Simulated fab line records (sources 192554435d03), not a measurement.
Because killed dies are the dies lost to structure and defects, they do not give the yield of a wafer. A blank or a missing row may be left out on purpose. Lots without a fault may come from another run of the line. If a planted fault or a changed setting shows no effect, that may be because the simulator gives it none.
Chamber matching | flow n5Finfet | N5_HKMG_FIN_CMP_94 on cmp-01 has 4 sister chambers
The step polishes, stops on SiNx, t overpolish 4.7 s, target thk 43.299 nm. 8 wafers are shown with their chamber, then 7 later ones without.

== WAFERS WITH THEIR CHAMBER ==
wafer  | chamber | motorCurrentA (A) | slurryFilterDpKPa (kPa)
L082.1 | 1       | 12.5              | 13.46
L086.2 | 2       | 12.1              | 13.75
L086.4 | 3       | 12.4              | 13.40
L091.2 | 3       | 12.7              | 13.44
L091.4 | 0       | 12.3              | 13.47
L091.5 | 1       | 12.3              | 13.44
L093.2 | 2       | 10.6              | 13.65
L093.3 | 0       | 11.3              | 13.53

== WAFERS WITH NO CHAMBER GIVEN ==
wafer  | motorCurrentA (A) | slurryFilterDpKPa (kPa)
L093.4 | 11.8              | 13.49
L094.3 | 11.9              | 13.63
L094.4 | 11.1              | 13.69
L094.6 | 13.2              | 13.53
L097.1 | 12.9              | 13.50
L097.4 | 12.7              | 13.48
L097.6 | 12.5              | 13.42

== THE CHAMBER EACH PASSED THROUGH ==
wafer  | from the rows above          | in truth
L093.4 | can't be placed: 0 or 1 or 3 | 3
L094.3 | can't be placed: 2 or 0      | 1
L094.4 | 2                            | 2
L094.6 | can't be placed: 1 or 0 or 3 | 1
L097.1 | can't be placed: 1 or 0 or 3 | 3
L097.4 | can't be placed: 1 or 3 or 0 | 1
L097.6 | can't be placed: 3 or 1      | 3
Placed correctly: 1 of 7. These rows do not allow placing 6 (true chamber among the candidates in 5). Placed wrongly: 0.
How it was worked out, from the rows above alone: a wafer's distance from a chamber is the root of the sum, over the readings, of the square of ((its reading less the chamber's mean) divided by the reading's scatter). The wafer belongs to the nearest chamber; if the next one is less than 2 further off, it can't be placed. A chamber's mean is the mean of its shown wafers. How the scatter is found: for the shown wafers, subtract from each reading the mean of its chamber, square and add these, divide the total by (wafers less chambers), then take the root.
